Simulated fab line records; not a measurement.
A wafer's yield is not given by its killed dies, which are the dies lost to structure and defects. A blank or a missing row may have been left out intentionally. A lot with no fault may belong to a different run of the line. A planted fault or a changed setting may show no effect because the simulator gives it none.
Chamber matching	flow n5_finfet	N5_BEOL_M1_ALD_84 on ald_metal-04 has 4 sister chambers
The step deposits TaN, pulse time 2 s, purge time 3 s, co reactant purge time 2 s. 8 wafers are shown with their chamber, then 7 later ones without.

== WAFERS WITH THEIR CHAMBER ==
wafer	chamber	heater_power_w (W)	precursor_vessel_temp_c (C)
L080.1	2	369	75.15
L085.1	1	445	75.02
L085.6	3	420	74.87
L089.1	0	376	74.92
L089.2	1	453	75.02
L089.4	2	368	75.00
L090.1	0	373	75.12
L090.2	3	409	74.92

== WAFERS WHOSE CHAMBER IS MISSING ==
wafer	heater_power_w (W)	precursor_vessel_temp_c (C)
L090.3	370	75.06
L093.3	369	74.70
L093.4	405	74.96
L093.6	461	74.97
L096.1	367	75.07
L096.2	435	75.06
L096.5	375	75.04

== EACH ONE'S CHAMBER ==
wafer	from the rows above	in truth
L090.3	can't be placed: 2 or 0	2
L093.3	can't be placed: 0 or 2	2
L093.4	3	3
L093.6	1	1
L096.1	can't be placed: 2 or 0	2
L096.2	can't be placed: 1 or 3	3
L096.5	can't be placed: 0 or 2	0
Correctly placed: 2 of 7. Unplaceable from these rows: 5, with the true chamber sitting among the candidates in 5. Placed wrongly: 0.
How it was worked out, from the rows above alone: a wafer's distance from a chamber is the root of the sum, over the readings, of the square of ((its reading less the chamber's mean) divided by the reading's scatter). If the next closest chamber is less than 2 further off than the closest, the wafer can't be placed; otherwise it belongs to the closest. A chamber's mean is the mean of its shown wafers. The scatter: take each reading less its chamber's mean, square it, sum over the shown wafers, divide by the number of wafers less the number of chambers, and take the root.
